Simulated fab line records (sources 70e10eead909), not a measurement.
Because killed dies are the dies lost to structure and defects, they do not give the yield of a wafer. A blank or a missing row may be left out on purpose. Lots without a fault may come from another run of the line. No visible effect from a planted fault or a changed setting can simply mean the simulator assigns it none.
fab line records	flow nand-harc
record: lots: 6	wafers: 18	last-day: 24
route steps=1159 shown A_CONTACT@911 END@1159
lots that met no fault: from a run of the same line without faults
start-h: hours from the record's opening day to when the first of the lot's shown wafers began	wait-h: hours from the lot's prior step to this one	" unchanged from the row above	L1.1+2: one row covering several wafers at once	- no value present, or no start provided	* or withheld: withheld	< > ~ a bound
route shown NAME@n: NAME is a module with steps in the file, n the number in the route of the first one	usual: mean/standard deviation of fault-free wafers	same: alike in all rows	chamber/n: place in a boat	sites: each site's reading	_std_site: the values' standard deviation	_edge_site: outer sites' mean less inner sites'	radius-mm: how far each site lies from the wafer's centre	mask NAME#n: copy n	behind: the most recent tool/chamber to have shaped the wafer	hold: cause of the lot's hold/its duration in hours/its outcome	device: the n, p or np transistor that did not switch	end of line: the tests these same wafers got at the end of their route	a step with no rows: only its recipe	killed: dies that structure and defects cost at the first sort, which is not the same as the wafer's yield	map: a wafer's dies, x killed, . not, _ none there
set.NAME: setting as actually run; set.NAME@STEP: the setting as run at that earlier step	model.NAME: the simulator's own value behind a step, which no gauge read
a table for each step, a row for each wafer; lots at some steps of the route
services: a tool's chamber out of use, with start hour (start-h, from the record's first day; less than 0 if before it), hours out, and reason
== steps ==
step: NHARC_A_CONTACT_ETCH_131
recipe: source-w: withheld	pressure-mtorr: 20	bias-v: 1200	time-s: 155	target-depth-a: 9560	ar-flow-sccm: withheld	c4f8-flow-sccm: withheld	o2-flow-sccm: withheld	chemistry: C4F8/O2/Ar
step: NHARC_A_CONTACT_ETCH_132
recipe: source-w: withheld	pressure-mtorr: 20	bias-v: 1200	time-s: 156	target-depth-a: 9580	ar-flow-sccm: withheld	c4f8-flow-sccm: withheld	o2-flow-sccm: withheld	chemistry: C4F8/O2/Ar
same: time-s: 156
lot.wafer	tool	chamber	start-h	wait-h	rf-hours-counter-h
L912.2	har-cap-etch-02	1	377.49	0.1	9
L912.4	"	1	"	"	-
L912.5	"	1	"	"	-
L917.2	har-cap-etch-02	0	398.75	0.1	14
L917.3	"	0	"	"	-
L917.5	"	0	"	"	-
L920.1	har-cap-etch-02	0	426.09	0.1	18
L920.2	"	1	"	"	18
L920.5	"	1	"	"	-
L927.2	har-cap-etch-03	0	472.51	0.1	102
L927.1	"	1	"	"	102
L927.5	"	1	"	"	-
L930.2	har-cap-etch-02	0	484.35	0.1	28
L930.3	"	0	"	"	-
L930.6	"	1	"	"	-
L932.4	har-cap-etch-01	1	494.28	0.1	-
L932.5	"	1	"	"	-
L932.6	"	0	"	"	-
step: NHARC_A_CONTACT_ETCH_133
recipe: source-w: withheld	pressure-mtorr: 20	bias-v: 400	time-s: 195	target-depth-a: 8400	ar-flow-sccm: withheld	c4f8-flow-sccm: 11.5	o2-flow-sccm: 7.2	chemistry: C4F8/O2/Ar
step: NHARC_A_CONTACT_ETCH_91
recipe: target-depth-a: 400	over-etch-frac: 0.5	time-s: 85.7	ion-energy-ev: 120	ch3f-flow-sccm: 50	o2-flow-sccm: 30	ar-flow-sccm: 200	rf-w: 500	bias-w: 100	chemistry: CH3F/O2
step: NHARC_A_CONTACT_ETCH_97
recipe: target-depth-a: 200	over-etch-frac: 0.5	time-s: 10	ion-energy-ev: 250	c4f6-flow-sccm: 25	o2-flow-sccm: 20	ar-flow-sccm: 500	rf-w: 600	bias-w: 500	chemistry: C4F6/O2
step: NHARC_A_CONTACT_CD_MEAS_80
usual: cd-nm: 189.5/0.86
lot.wafer	tool	chamber	start-h	wait-h	cd-nm
L912.2	cd-sem-01	-	378.44	-	189.9
L912.4	"	-	"	"	189.9
L912.5	"	-	"	"	189.8
L917.2	cd-sem-03	-	399.68	-	188.6
L917.3	"	-	"	"	189.0
L917.5	"	-	"	"	188.8
L920.1	cd-sem-03	-	427.02	-	189.9
L920.2	"	-	"	"	190.0
L920.5	"	-	"	"	190.5
L927.1	cd-sem-03	-	473.43	-	190.5
L927.2	"	-	"	"	190.8
L927.5	"	-	"	"	191.4
L930.2	cd-sem-03	-	485.28	-	188.4
L930.3	"	-	"	"	189.4
L930.6	"	-	"	"	189.5
L932.4	cd-sem-03	-	495.28	-	189.3
L932.5	"	-	"	"	189.1
L932.6	"	-	"	"	188.8
step: NHARC_A_CONTACT_STRIP_103
recipe: n2-flow-sccm: 150	h2-flow-sccm: 150	ar-flow-sccm: 0	bias-w: 0	chemistry: N2/H2
step: NHARC_A_CONTACT_STRIP_104
recipe: cf4-flow-sccm: 100	chf3-flow-sccm: 30	ar-flow-sccm: 0	bias-w: 0	chemistry: CF4/CHF3
step: NHARC_A_CONTACT_STRIP_105
recipe: o2-flow-sccm: 400	cos-flow-sccm: 20	ar-flow-sccm: 0	bias-w: 0	chemistry: O2/COS
step: NHARC_A_CONTACT_ETCH_106
recipe: target-depth-a: 600	overetch-a: 60	time-s: 33	ion-energy-ev: 100	cf4-flow-sccm: 80	o2-flow-sccm: 20	ar-flow-sccm: 0	rf-w: 300	bias-w: 100	chemistry: CF4/O2
step: NHARC_A_CONTACT_STRIP_82
recipe: o2-flow-sccm: 500	ar-flow-sccm: 0	bias-w: 0	chemistry: O2
usual: drypump-motor-current-A: 5.8/0.46	oes-product-au: 1.003/0.0093	rf-vpp-V: 57.7/0.94	showerhead-plenum-p-Torr: 3.53/0.14	throttle-valve-pct: 17.036/0.0099
lot.wafer	tool	chamber	start-h	wait-h	drypump-motor-current-A	oes-product-au	rf-hours-counter-h	rf-vpp-V	showerhead-plenum-p-Torr	throttle-valve-pct
L912.2	rie-diel-11	2	-	-	6.0	0.990	1	57.7	3.35	17.024
L912.4	"	3	"	"	5.4	1.009	1	58.3	3.65	17.028
L912.5	"	2	"	"	6.0	0.989	-	57.4	3.35	17.039
L917.2	rie-diel-07	3	-	-	5.0	1.009	31	58.7	3.74	17.046
L917.3	"	2	"	"	6.7	1.017	32	57.7	3.67	17.044
L917.5	"	0	"	"	6.1	0.993	-	57.8	3.49	17.053
L920.1	rie-diel-11	0	-	-	6.1	1.015	17	57.1	3.35	17.035
L920.2	"	1	"	"	5.6	1.006	19	57.7	3.30	17.039
L920.5	"	0	"	"	6.1	1.010	-	57.5	3.35	17.031
L927.1	rie-diel-05	3	-	-	5.5	1.010	42	55.9	3.62	17.052
L927.2	"	0	"	"	5.6	1.000	47	57.5	3.35	17.012
L927.5	"	3	"	"	5.5	1.015	-	56.7	3.62	17.043
L930.3	rie-diel-05	3	-	-	5.6	1.017	49	58.0	3.62	17.046
L930.2	"	1	"	"	5.7	0.993	49	59.0	3.57	17.031
L930.6	"	2	"	"	5.5	1.000	-	59.0	3.54	17.037
L932.4	rie-diel-07	3	-	-	5.0	0.994	13	57.2	3.73	17.053
L932.5	"	0	"	"	6.1	1.010	-	57.7	3.48	17.050
L932.6	"	1	"	"	6.1	0.984	-	59.6	3.61	17.049
step: NHARC_A_CONTACT_STRIP_83
recipe: time-s: 600	temp-c: 30	chemistry: post-etch-residue-remover
step: NHARC_A_CONTACT_DEP_84
recipe: target-thk-a: 20000	temp-c: 400	material: aC
usual: throttle-valve-pct: 35.000/0.0094
lot.wafer	tool	chamber	start-h	wait-h	throttle-valve-pct
L912.2	acl-dep-02	0	379.79	-	34.996
L912.4	"	0	"	"	34.998
L912.5	"	0	"	"	35.003
L917.2	acl-dep-01	0	400.82	-	35.028
L917.3	"	0	"	"	34.999
L917.5	"	0	"	"	34.991
L920.1	acl-dep-01	0	428.81	-	35.000
L920.2	"	0	"	"	35.014
L920.5	"	0	"	"	34.991
L927.1	acl-dep-02	0	474.82	-	35.004
L927.2	"	0	"	"	34.994
L927.5	"	0	"	"	34.989
L930.2	acl-dep-01	0	491.28	-	35.018
L930.3	"	0	"	"	34.991
L930.6	"	0	"	"	34.974
L932.4	acl-dep-03	0	497.80	-	34.982
L932.5	"	0	"	"	34.989
L932.6	"	0	"	"	35.012
step: NHARC_A_CONTACT_DEP_85
recipe: target-thk-a: 500	target-thk-nm: 50	temp-c: 400	pressure-torr: 3.5	flow-sccm: 200	rf-w: 350	material: SiON
step: NHARC_A_CONTACT_DEHYDRATE_00
recipe: temp-c: 150	time-s: 120
step: NHARC_A_CONTACT_HMDS_01
recipe: time-s: 30
step: NHARC_A_CONTACT_COAT_86
recipe: temp-c: 260	time-s: 75
step: NHARC_A_CONTACT_COAT_87
recipe: temp-c: 225	time-s: 65
step: NHARC_A_CONTACT_COAT_02
recipe: spin-rpm: 1500	resist-thk-nm: 90
step: NHARC_A_CONTACT_SOFTBAKE_03
recipe: temp-c: 105	time-s: 55
step: NHARC_A_CONTACT_EBR_04
step: NHARC_A_CONTACT_EXPOSE_05
recipe: na: 1.35	sigma-outer: 0.8	dose-mj: 84.24	mask-id: A_CC
step: NHARC_A_CONTACT_PEB_06
recipe: peb-temp-c: 100	peb-time-s: 65
step: NHARC_A_CONTACT_DEVELOP_07
recipe: develop-time-s: 35	dev-temp-c: 23
step: NHARC_A_CONTACT_CD_MEAS_08
recipe: target-cd-nm: 100	landing-energy-ev: 500
usual: cd-nm: 100.2/0.49
lot.wafer	tool	chamber	start-h	wait-h	cd-nm
L912.2	cd-sem-01	0	381.71	-	100.0
L912.4	"	0	"	"	99.4
L912.5	"	0	"	"	99.6
L917.2	cd-sem-02	0	402.60	-	100.2
L917.3	"	0	"	"	100.3
L917.5	"	0	"	"	100.6
L920.1	cd-sem-01	0	430.79	-	101.0
L920.2	"	0	"	"	100.5
L920.5	"	0	"	"	100.3
L927.1	cd-sem-02	0	476.80	-	100.2
L927.2	"	0	"	"	100.1
L927.5	"	0	"	"	99.7
L930.2	cd-sem-01	0	493.06	-	100.4
L930.3	"	0	"	"	100.0
L930.6	"	0	"	"	100.5
L932.4	cd-sem-02	0	499.16	-	99.6
L932.5	"	0	"	"	99.9
L932.6	"	0	"	"	100.2
step: NHARC_A_CONTACT_OVL_MEAS_09
usual: overlay-x-nm: -0.3/0.82	overlay-y-nm: 0.1/0.86
lot.wafer	tool	chamber	start-h	wait-h	overlay-x-nm	overlay-y-nm
L912.2	overlay-01	-	381.80	-	0.8	1.0
L912.4	"	-	"	"	0.8	0.3
L912.5	"	-	"	"	0.4	1.2
L917.2	overlay-02	-	402.69	-	-1.5	0.4
L917.3	"	-	"	"	-1.3	0.2
L917.5	"	-	"	"	-1.5	0.5
L920.1	overlay-01	-	430.87	-	-0.7	1.6
L920.2	"	-	"	"	-0.3	1.7
L920.5	"	-	"	"	-0.7	1.5
L927.1	overlay-02	-	476.89	-	-0.2	-0.9
L927.2	"	-	"	"	0.1	-1.0
L927.5	"	-	"	"	-0.5	-0.4
L930.2	overlay-01	-	493.14	-	0.9	-0.6
L930.3	"	-	"	"	0.0	-0.5
L930.6	"	-	"	"	-0.1	-0.7
L932.4	overlay-02	-	499.24	-	0.0	-0.9
L932.5	"	-	"	"	0.5	-0.5
L932.6	"	-	"	"	0.2	-0.4
step: NHARC_A_CONTACT_INSPECT_10
usual: raw-defect-count: 29/13
lot.wafer	tool	chamber	start-h	wait-h	raw-defect-count
L912.2	defect-inspect-01	-	381.84	0.0	18
L912.4	"	-	"	"	24
L912.5	"	-	"	"	28
L917.2	defect-inspect-02	-	402.72	0.0	13
L917.3	"	-	"	"	12
L917.5	"	-	"	"	7
L920.1	defect-inspect-01	-	430.91	0.0	23
L920.2	"	-	"	"	24
L920.5	"	-	"	"	23
L927.1	defect-inspect-02	-	476.92	0.0	29
L927.2	"	-	"	"	40
L927.5	"	-	"	"	24
L930.2	defect-inspect-02	-	493.18	0.0	13
L930.3	"	-	"	"	11
L930.6	"	-	"	"	19
L932.4	defect-inspect-01	-	499.28	0.0	39
L932.5	"	-	"	"	38
L932.6	"	-	"	"	36
step: NHARC_A_CONTACT_DESCUM_13
recipe: time-s: 3	o2-flow-sccm: 200	ar-flow-sccm: 0	bias-power-w: 0	chemistry: O2
step: NHARC_A_CONTACT_ETCH_88
recipe: target-depth-a: 390	over-etch-frac: 0.3	time-s: 65	ion-energy-ev: 80	cf4-flow-sccm: 150	ar-flow-sccm: 0	rf-w: 300	bias-w: 100	chemistry: CF4
step: NHARC_A_CONTACT_ETCH_89
recipe: target-depth-a: 2600	over-etch-frac: 0.3	time-s: 475.3	ion-energy-ev: 200	n2-flow-sccm: 150	h2-flow-sccm: 150	ar-flow-sccm: 0	rf-w: 400	bias-w: 150	chemistry: N2/H2
step: NHARC_A_CONTACT_ETCH_30
recipe: target-depth-a: 605	time-s: 30.2	cf4-flow-sccm: 100	chf3-flow-sccm: 30	ar-flow-sccm: 0	rf-w: 500	bias-w: 200	chemistry: CF4/CHF3
step: NHARC_A_CONTACT_ETCH_31
recipe: target-depth-a: 20000	over-etch-frac: 0.3	time-s: 520	ion-energy-ev: 150	o2-flow-sccm: 400	cos-flow-sccm: 20	ar-flow-sccm: 0	rf-w: 500	bias-w: 300	chemistry: O2/COS
step: NHARC_A_CONTACT_ETCH_134
recipe: source-w: withheld	pressure-mtorr: 20	bias-v: withheld	time-s: 140	target-depth-a: 7000	ar-flow-sccm: withheld	c4f8-flow-sccm: withheld	o2-flow-sccm: withheld	chemistry: C4F8/O2/Ar
step: NHARC_A_CONTACT_ETCH_135
recipe: source-w: withheld	pressure-mtorr: 20	bias-v: 3000	time-s: 132	target-depth-a: 12870	ar-flow-sccm: withheld	c4f8-flow-sccm: withheld	o2-flow-sccm: withheld	chemistry: C4F8/O2/Ar
same: time-s: 132
lot.wafer	tool	chamber	start-h	wait-h	rf-hours-counter-h
L912.2	har-cap-etch-01	0	383.09	0.2	53
L912.4	"	1	"	"	-
L912.5	"	0	"	"	-
L917.2	har-cap-etch-01	1	403.97	0.2	59
L917.3	"	1	"	"	-
L917.5	"	1	"	"	-
L920.2	har-cap-etch-01	0	432.38	0.2	62
L920.1	"	1	"	"	62
L920.5	"	1	"	"	-
L927.1	har-cap-etch-03	1	478.18	0.2	103
L927.2	"	0	"	"	103
L927.5	"	1	"	"	-
L930.2	har-cap-etch-02	0	494.45	0.2	30
L930.3	"	1	"	"	-
L930.6	"	0	"	"	-
L932.4	har-cap-etch-03	0	500.70	0.1	-
L932.6	"	1	"	"	-
L932.5	"	0	"	"	-
step: NHARC_A_CONTACT_ETCH_136
recipe: source-w: withheld	pressure-mtorr: 20	bias-v: 3000	time-s: 132	target-depth-a: 12870	ar-flow-sccm: withheld	c4f8-flow-sccm: withheld	o2-flow-sccm: withheld	chemistry: C4F8/O2/Ar
same: time-s: 132
lot.wafer	tool	chamber	start-h	wait-h	rf-hours-counter-h
L912.2	har-cap-etch-01	0	383.21	0.1	53
L912.4	"	1	"	"	-
L912.5	"	0	"	"	-
L917.2	har-cap-etch-01	1	404.09	0.1	59
L917.3	"	1	"	"	-
L917.5	"	1	"	"	-
L920.2	har-cap-etch-01	0	432.51	0.1	62
L920.1	"	1	"	"	62
L920.5	"	1	"	"	-
L927.1	har-cap-etch-03	1	478.30	0.1	103
L927.2	"	0	"	"	103
L927.5	"	1	"	"	-
L930.2	har-cap-etch-02	0	494.58	0.1	30
L930.3	"	1	"	"	-
L930.6	"	0	"	"	-
L932.4	har-cap-etch-03	0	500.82	0.1	-
L932.6	"	1	"	"	-
L932.5	"	0	"	"	-
step: NHARC_A_CONTACT_ETCH_137
recipe: source-w: withheld	pressure-mtorr: 20	bias-v: 3000	time-s: 132	target-depth-a: 12870	ar-flow-sccm: withheld	c4f8-flow-sccm: withheld	o2-flow-sccm: withheld	chemistry: C4F8/O2/Ar
same: time-s: 132
lot.wafer	tool	chamber	start-h	wait-h	rf-hours-counter-h
L912.2	har-cap-etch-01	0	383.33	0.1	54
L912.4	"	1	"	"	-
L912.5	"	0	"	"	-
L917.2	har-cap-etch-01	1	404.21	0.1	59
L917.3	"	1	"	"	-
L917.5	"	1	"	"	-
L920.2	har-cap-etch-01	0	432.63	0.1	62
L920.1	"	1	"	"	62
L920.5	"	1	"	"	-
L927.1	har-cap-etch-03	1	478.42	0.1	104
L927.2	"	0	"	"	104
L927.5	"	1	"	"	-
L930.2	har-cap-etch-02	0	494.70	0.1	30
L930.3	"	1	"	"	-
L930.6	"	0	"	"	-
L932.4	har-cap-etch-03	0	500.95	0.1	-
L932.6	"	1	"	"	-
L932.5	"	0	"	"	-
step: NHARC_A_CONTACT_ETCH_138
recipe: source-w: withheld	pressure-mtorr: 20	bias-v: 3000	time-s: 132	target-depth-a: 12890	ar-flow-sccm: withheld	c4f8-flow-sccm: withheld	o2-flow-sccm: withheld	chemistry: C4F8/O2/Ar
step: NHARC_A_CONTACT_ETCH_139
recipe: source-w: withheld	pressure-mtorr: 20	bias-v: 400	time-s: 137	target-depth-a: 5900	ar-flow-sccm: withheld	c4f8-flow-sccm: 11.5	o2-flow-sccm: 7.2	chemistry: C4F8/O2/Ar
step: NHARC_A_CONTACT_ETCH_92
recipe: target-depth-a: 400	over-etch-frac: 0.5	time-s: 85.7	ion-energy-ev: 120	ch3f-flow-sccm: 50	o2-flow-sccm: 30	ar-flow-sccm: 200	rf-w: 500	bias-w: 100	chemistry: CH3F/O2
step: NHARC_A_CONTACT_ETCH_98
recipe: target-depth-a: 200	over-etch-frac: 0.5	time-s: 10	ion-energy-ev: 250	c4f6-flow-sccm: 25	o2-flow-sccm: 20	ar-flow-sccm: 500	rf-w: 600	bias-w: 500	chemistry: C4F6/O2
step: NHARC_A_CONTACT_CD_MEAS_15
usual: cd-nm: 90.2/0.54
lot.wafer	tool	chamber	start-h	wait-h	cd-nm
L912.2	cd-sem-01	-	384.22	-	89.6
L912.4	"	-	"	"	90.4
L912.5	"	-	"	"	90.4
L917.2	cd-sem-03	-	405.09	-	90.1
L917.3	"	-	"	"	89.3
L917.5	"	-	"	"	90.1
L920.1	cd-sem-02	-	433.65	-	89.6
L920.2	"	-	"	"	89.7
L920.5	"	-	"	"	90.7
L927.1	cd-sem-03	-	479.30	-	90.2
L927.2	"	-	"	"	90.4
L927.5	"	-	"	"	90.4
L930.2	cd-sem-03	-	495.55	-	90.3
L930.3	"	-	"	"	90.8
L930.6	"	-	"	"	90.3
L932.4	cd-sem-02	-	501.76	-	90.9
L932.5	"	-	"	"	90.0
L932.6	"	-	"	"	90.6
step: NHARC_A_CONTACT_STRIP_107
recipe: n2-flow-sccm: 150	h2-flow-sccm: 150	ar-flow-sccm: 0	bias-w: 0	chemistry: N2/H2
step: NHARC_END_SORT_01
recipe: temp-c: 25
usual: killed-at-array: 29/11	killed-at-other: 0.7/1.1	killed-at-periphery: 3.1/2	killed-dies: 33/11	killed-open: 3.5/1.8	killed-short: 2.0/1.4
same: gross-dies: 677
lot.wafer	tool	chamber	start-h	wait-h	killed-at-array	killed-at-other	killed-at-periphery	killed-dies	killed-open	killed-short
L917.2	prober-01	0	488.80	2.8	669	1	7	677	4	3
L917.3	prober-01	0	489.60	3.1	666	1	10	677	5	3
L917.5	prober-01	0	491.20	3.7	672	2	3	677	2	2
L920.1	prober-01	0	495.78	2.5	673	0	4	677	7	3
L920.2	prober-01	0	496.57	2.8	673	1	3	677	3	2
L920.5	prober-01	0	498.94	3.7	675	0	2	677	5	2
killed by level:class
L917.2 A_CONTACT:area-dep=654 A_CHANNEL_HOLE_D1:chamber-film-flake=9 A_STAIRCASE:chamber-film-flake=4 P_M0:geometric-particle:open=2 P_GATE:chamber-film-flake=2 P_STI:geometric-particle:open=1 P_CONTACT:geometric-particle:open=1 A_WL_FILL:geometric-particle:short=1
L917.3 A_CONTACT:area-dep=653 A_CHANNEL_HOLE_D1:chamber-film-flake=6 P_BONDPAD:chamber-film-flake=5 P_GATE:geometric-particle:open=2 A_WL_FILL:geometric-particle:short=2 A_STAIRCASE:chamber-film-flake=2 P_CONTACT:geometric-particle:short=1 P_CONTACT:geometric-particle:open=1
L917.5 A_CONTACT:area-dep=664 A_CHANNEL_HOLE_D1:chamber-film-flake=2 A_STAIRCASE:chamber-film-flake=2 A_CONTACT:chamber-film-flake=2 THIN_TSV:chamber-film-flake=2 P_CONTACT:geometric-particle:open=1 P_M0:geometric-particle:short=1 P_M0:geometric-particle:open=1
L920.1 A_CONTACT:area-dep=643 A_CHANNEL_HOLE_D1:chamber-film-flake=17 A_CONTACT:chamber-film-flake=3 A_SGD_CUT:geometric-particle:short=2 A_BLC:geometric-particle:open=2 A_STAIRCASE:chamber-film-flake=2 P_GATE:geometric-particle:short=1 P_M0:geometric-particle:open=1
L920.2 A_CONTACT:area-dep=651 A_CHANNEL_HOLE_D1:chamber-film-flake=11 A_CONTACT:chamber-film-flake=3 A_CHANNEL_FILL_D1:chamber-film-flake=2 P_M1:geometric-particle:short=1 A_CHANNEL_HOLE_D1:geometric-particle:open=1 A_CHANNEL_FILL_D1:geometric-particle:open=1 A_M0:geometric-particle:open=1
L920.5 A_CONTACT:area-dep=647 A_CHANNEL_HOLE_D1:chamber-film-flake=13 A_STAIRCASE:chamber-film-flake=6 A_CONTACT:geometric-particle:open=3 P_CONTACT:geometric-particle:open=2 A_M0:chamber-film-flake=2 A_SOURCE_PLATE:geometric-particle:short=1 A_ONON_D1:geometric-particle:short=1
map L917.2 (x killed, . not)
____________x____________
_________xxxxxxx_________
_______xxxxxxxxxxx_______
______xxxxxxxxxxxxx______
_____xxxxxxxxxxxxxxx_____
____xxxxxxxxxxxxxxxxx____
____xxxxxxxxxxxxxxxxx____
___xxxxxxxxxxxxxxxxxxx___
___xxxxxxxxxxxxxxxxxxx___
__xxxxxxxxxxxxxxxxxxxxx__
__xxxxxxxxxxxxxxxxxxxxx__
_xxxxxxxxxxxxxxxxxxxxxxx_
_xxxxxxxxxxxxxxxxxxxxxxx_
_xxxxxxxxxxxxxxxxxxxxxxx_
_xxxxxxxxxxxxxxxxxxxxxxx_
_xxxxxxxxxxxxxxxxxxxxxxx_
xxxxxxxxxxxxxxxxxxxxxxxxx
xxxxxxxxxxxxxxxxxxxxxxxxx
xxxxxxxxxxxxxxxxxxxxxxxxx
xxxxxxxxxxxxxxxxxxxxxxxxx
xxxxxxxxxxxxxxxxxxxxxxxxx
_xxxxxxxxxxxxxxxxxxxxxxx_
_xxxxxxxxxxxxxxxxxxxxxxx_
_xxxxxxxxxxxxxxxxxxxxxxx_
_xxxxxxxxxxxxxxxxxxxxxxx_
_xxxxxxxxxxxxxxxxxxxxxxx_
__xxxxxxxxxxxxxxxxxxxxx__
__xxxxxxxxxxxxxxxxxxxxx__
___xxxxxxxxxxxxxxxxxxx___
___xxxxxxxxxxxxxxxxxxx___
____xxxxxxxxxxxxxxxxx____
____xxxxxxxxxxxxxxxxx____
_____xxxxxxxxxxxxxxx_____
______xxxxxxxxxxxxx______
_______xxxxxxxxxxx_______
_________xxxxxxx_________
____________x____________
map L920.1 (x killed, . not)
____________x____________
_________xxxxxxx_________
_______xxxxxxxxxxx_______
______xxxxxxxxxxxxx______
_____xxxxxxxxxxxxxxx_____
____xxxxxxxxxxxxxxxxx____
____xxxxxxxxxxxxxxxxx____
___xxxxxxxxxxxxxxxxxxx___
___xxxxxxxxxxxxxxxxxxx___
__xxxxxxxxxxxxxxxxxxxxx__
__xxxxxxxxxxxxxxxxxxxxx__
_xxxxxxxxxxxxxxxxxxxxxxx_
_xxxxxxxxxxxxxxxxxxxxxxx_
_xxxxxxxxxxxxxxxxxxxxxxx_
_xxxxxxxxxxxxxxxxxxxxxxx_
_xxxxxxxxxxxxxxxxxxxxxxx_
xxxxxxxxxxxxxxxxxxxxxxxxx
xxxxxxxxxxxxxxxxxxxxxxxxx
xxxxxxxxxxxxxxxxxxxxxxxxx
xxxxxxxxxxxxxxxxxxxxxxxxx
xxxxxxxxxxxxxxxxxxxxxxxxx
_xxxxxxxxxxxxxxxxxxxxxxx_
_xxxxxxxxxxxxxxxxxxxxxxx_
_xxxxxxxxxxxxxxxxxxxxxxx_
_xxxxxxxxxxxxxxxxxxxxxxx_
_xxxxxxxxxxxxxxxxxxxxxxx_
__xxxxxxxxxxxxxxxxxxxxx__
__xxxxxxxxxxxxxxxxxxxxx__
___xxxxxxxxxxxxxxxxxxx___
___xxxxxxxxxxxxxxxxxxx___
____xxxxxxxxxxxxxxxxx____
____xxxxxxxxxxxxxxxxx____
_____xxxxxxxxxxxxxxx_____
______xxxxxxxxxxxxx______
_______xxxxxxxxxxx_______
_________xxxxxxx_________
____________x____________
== services ==
tool	chamber	start-h	hours	kind
rie-diel-07	0	360.33	-	clean
rie-diel-07	1	360.33	-	clean
rie-diel-07	2	360.33	-	clean
rie-diel-07	3	360.33	-	clean
rie-diel-11	-	367.18	9.0	pm
rie-diel-11	0	367.18	9.0	vent-cycle
rie-diel-11	1	367.18	9.0	vent-cycle
rie-diel-11	2	367.18	9.0	vent-cycle
rie-diel-11	3	367.18	9.0	vent-cycle
har-cap-etch-02	-	368.54	2.2	repair
rie-diel-05	0	374.27	-	clean
rie-diel-05	1	374.27	-	clean
rie-diel-05	2	374.27	-	clean
rie-diel-05	3	374.27	-	clean
rie-diel-11	0	376.18	-	clean
rie-diel-05	3	381.74	12.5	repair
rie-diel-07	-	405.62	9.0	pm
acl-dep-03	-	407.47	13.0	pm
rie-diel-05	1	423.83	4.1	repair
rie-diel-11	1	427.98	3.9	repair
rie-diel-07	3	440.93	18.8	repair
rie-diel-11	0	458.10	3.9	repair
acl-dep-01	-	474.42	13.0	pm
rie-diel-11	-	479.81	0.3	repair
== key ==
first-sign: step: NHARC_END_SORT_01	reading: killed-dies	direction: up	sigmas: 61	usual: 33	struck: 677
effect: step: NHARC_END_SORT_01	reading: killed-at-array	direction: up	sigmas: 60	usual: 29	struck: 671
more-kills-born-at: NHARC_A_CONTACT_DEP_84@acl-dep-01: 3912
met-at NHARC_A_CONTACT_DEP_84
struck-wafers L917.2,L917.3,L917.5,L920.1,L920.2,L920.5
later-rows-left-out L917.2,L917.3,L917.5,L920.1,L920.2,L920.5
tester-left-out L917,L920
also-fits NHARC_A_CONTACT_ETCH_135:har-cap-etch-01,NHARC_A_CONTACT_ETCH_136:har-cap-etch-01,NHARC_A_CONTACT_ETCH_137:har-cap-etch-01
fault: kind: process-parameter-drift	tool: acl-dep-01	chamber: 0	onset-h: 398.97	steps: NHARC_A_CONTACT_DEP_84	channel: target-thk-a	offset: *	shape: step	end-h: 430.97	acts-in: *	stated: *
tester-left-out: of these lots the tester's yield and bins aren't shown, on N5 and GAA mostly nor the transistor test; their killed dies are dies lost to structure and defects alone, not to doping, threshold or leakage, so they don't give the yield
later-rows-left-out: the simulator's readings of these wafers behind a module that went badly wrong aren't trusted and aren't shown, but for the sort
